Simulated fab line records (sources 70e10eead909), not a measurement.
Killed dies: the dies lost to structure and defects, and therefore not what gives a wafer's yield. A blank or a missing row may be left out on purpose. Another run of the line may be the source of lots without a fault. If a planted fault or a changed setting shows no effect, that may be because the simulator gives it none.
Matching of chambers | flow nand_harc | NHARC_A_CONTACT_ETCH_75 on rie_diel-04 has 4 sister chambers
The step etches the open film in CF4, target depth 39 nm, time 65 s. 4 wafers are shown with their chamber, then 8 later ones without.

EACH WAFER AND ITS CHAMBER
wafer  | chamber | drypump_motor_current_A (A)
L428.3 | 0       | 5.81
L429.1 | 1       | 5.48
L433.1 | 3       | 5.94
L435.1 | 2       | 5.60

WAFERS WHOSE CHAMBER IS MISSING
wafer  | drypump_motor_current_A (A)
L435.2 | 5.81
L435.3 | 5.93
L434.2 | 5.64
L434.5 | 5.51
L438.5 | 5.51
L438.6 | 5.62
L440.1 | 5.51
L440.6 | 5.91

THE CHAMBER EACH PASSED THROUGH
wafer  | from the rows above | in truth
L435.2 | 0                   | 0
L435.3 | 3                   | 3
L434.2 | 2                   | 2
L434.5 | 1                   | 1
L438.5 | 1                   | 1
L438.6 | 2                   | 2
L440.1 | 1                   | 1
L440.6 | 3                   | 3
Correct placement for 8 of the 8. From these rows, 0 cannot be placed. Number placed wrongly: 0.
How it was worked out, from the rows above alone: a wafer's distance from a chamber is the root of the sum, over the readings, of the square of ((its reading less the chamber's mean) divided by the reading's scatter). If the next closest chamber is less than 2 further off than the closest, the wafer can't be placed; otherwise it belongs to the closest. For every chamber, the mean is computed from those of its wafers that are shown. The scatter: with one shown wafer a chamber, the root of the mean of the squares of how far each hidden wafer lies from its nearest shown one.
